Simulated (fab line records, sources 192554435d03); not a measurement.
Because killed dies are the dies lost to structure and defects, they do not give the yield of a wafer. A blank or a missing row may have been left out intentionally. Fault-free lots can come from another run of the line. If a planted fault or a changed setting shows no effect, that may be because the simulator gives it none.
Struck lot and sound lot, side by side    flow n5-finfet    16 out of 1938 route steps
Sound: these wafers, L834.3, L834.4, L834.6. Wafers L844.2, L844.4, L844.5 were the ones struck. The cause is given at the end.
Order at every step that has rows: each side's tool, ch and its chambers, its first start. Under that, the readings that differ: sound wafers    struck wafers    difference of the means    sigmas: that difference in standard deviations of wafers without a fault.
alike: a reading whose means differ by less than 2 such deviations, as well as words and numbers matching on both sides. not compared: withheld readings; readings where some wafer has no value; bounds like >300 that might hide an equal value; numbers whose values overlap and for which the record gives no deviation.
A row with sigmas, a row that says differs or no value, or rows on one side alone: a step with any of these is where the two part. Numbers that don't overlap but have no deviation are shown without sigmas and don't part them. Lack of a reading on every wafer of one side parts them only where that side has two or more wafers.

first, 4 steps without rows for these wafers: N5_BEOL_M8_SOFTBAKE_06 (time 60 s); N5_BEOL_M8_EXPOSE_08 (exposes mask M8); N5_BEOL_M8_PEB_09 (peb time 60 s); N5_BEOL_M8_DEVELOP_10 (develop time 30 s).
N5_BEOL_M8_CD_MEAS_11: the cd target is 38.5 nm.
  sound on cd-sem-01 ch 0, day 11 22:28; struck on cd-sem-03 ch 0, day 15 06:19
  alike: cd-nm
N5_BEOL_M8_OVL_MEAS_12:
  sound on overlay-02 ch 0, day 11 22:29; struck on overlay-02 ch 0, day 15 06:21
  alike: M8_OVL
N5_BEOL_M8_INSPECT_13: inspects for defects (brightfield).
  sound: defect-inspect-02 at day 11 22:31; struck: defect-inspect-01 at day 15 06:23
  alike: raw-defect-count
N5_BEOL_M8_DESCUM_16: chemistry O2, time 7.9 s.
  sound on rie-diel-01 ch 0,1,2, day 11 22:35; struck on rie-diel-06 ch 0,3, day 15 06:45
  alike: drypump-motor-current-A, oes-product-au, rf-vpp-V, showerhead-plenum-p-Torr, throttle-valve-pct
  not compared: rf-hours-counter-h
N5_BEOL_M8_ETCH_61: etches SiARC in CF4, target depth 45.5 nm, time 75.8 s.
  sound on rie-diel-01 ch 0,1,2, day 11 22:37; struck on rie-diel-06 ch 0,3, day 15 06:47
  alike: drypump-motor-current-A, etch-rf-on-time-s, oes-product-au, rf-vpp-V, showerhead-plenum-p-Torr, throttle-valve-pct
  not compared: rf-hours-counter-h
N5_BEOL_M8_ETCH_62: etches SOC in N2/H2, target depth 110 nm, overetch 22 nm, time 165 s.
  sound on rie-diel-01 ch 0,1,2, day 11 22:41; struck on rie-diel-06 ch 0,3, day 15 06:50
  alike: drypump-motor-current-A, h2-flow-sccm, oes-product-au, rf-vpp-V, showerhead-plenum-p-Torr, throttle-valve-pct
  not compared: rf-hours-counter-h
then, 1 step without rows for these wafers: N5_BEOL_M8_STRIP_68 (strips in N2/H2).
N5_BEOL_M8_STRIP_67: strips in CF4.
  sound on rie-diel-01 ch 0,1,2, day 11 22:49; struck on rie-diel-06 ch 0,3, day 15 06:59
  alike: drypump-motor-current-A, oes-product-au, rf-vpp-V, showerhead-plenum-p-Torr, throttle-valve-pct
  not compared: rf-hours-counter-h
N5_BEOL_M8_HM_OPEN_17: chemistry Cl2/BCl3, target TiN, target depth 20 nm, overetch 6 nm.
  sound on rie-metal-03 ch 0,1, day 11 22:53; struck on rie-metal-01 ch 0,1, day 15 07:02
  no value came back on the struck wafers for any of 5 readings (bcl3-flow-sccm (sccm), bias-w (W) and others); on the sound wafers bcl3-flow-sccm (sccm) reads 21.72 21.71 21.66
reading                                   sound         struck           difference  sigmas
model.SOC_of_BEOL_M8_COAT_59.thk-nm (nm)  92.2 91.8 92  100.2 100.2 100  +8.1        
  not compared: rf-hours-counter-h
N5_BEOL_M8_STRIP_19: strips in O2.
  sound on rie-diel-01 ch 1,2, day 11 22:59; struck on rie-diel-06 ch 0,2,3, day 15 07:13
  alike: drypump-motor-current-A, oes-product-au, rf-vpp-V, showerhead-plenum-p-Torr, throttle-valve-pct
  not compared: rf-hours-counter-h
N5_BEOL_M8_CD_MEAS_18: pitch 80 nm, target cd 40 nm.
  sound: cd-sem-03 at day 11 23:04; struck: cd-sem-03 at day 15 07:17
reading     sound           struck  difference                     sigmas
cd-nm (nm)  40.2 39.4 40.5  - - -   no value on the struck wafers  
then, 1 step without rows for these wafers: N5_BEOL_M8_COAT_63 (time 60 s, resist thk 60 nm).

## WHERE THEY PART
First at N5_BEOL_M8_HM_OPEN_17; last, within this record, at N5_BEOL_M8_CD_MEAS_18.

WHY: what the simulator had put in
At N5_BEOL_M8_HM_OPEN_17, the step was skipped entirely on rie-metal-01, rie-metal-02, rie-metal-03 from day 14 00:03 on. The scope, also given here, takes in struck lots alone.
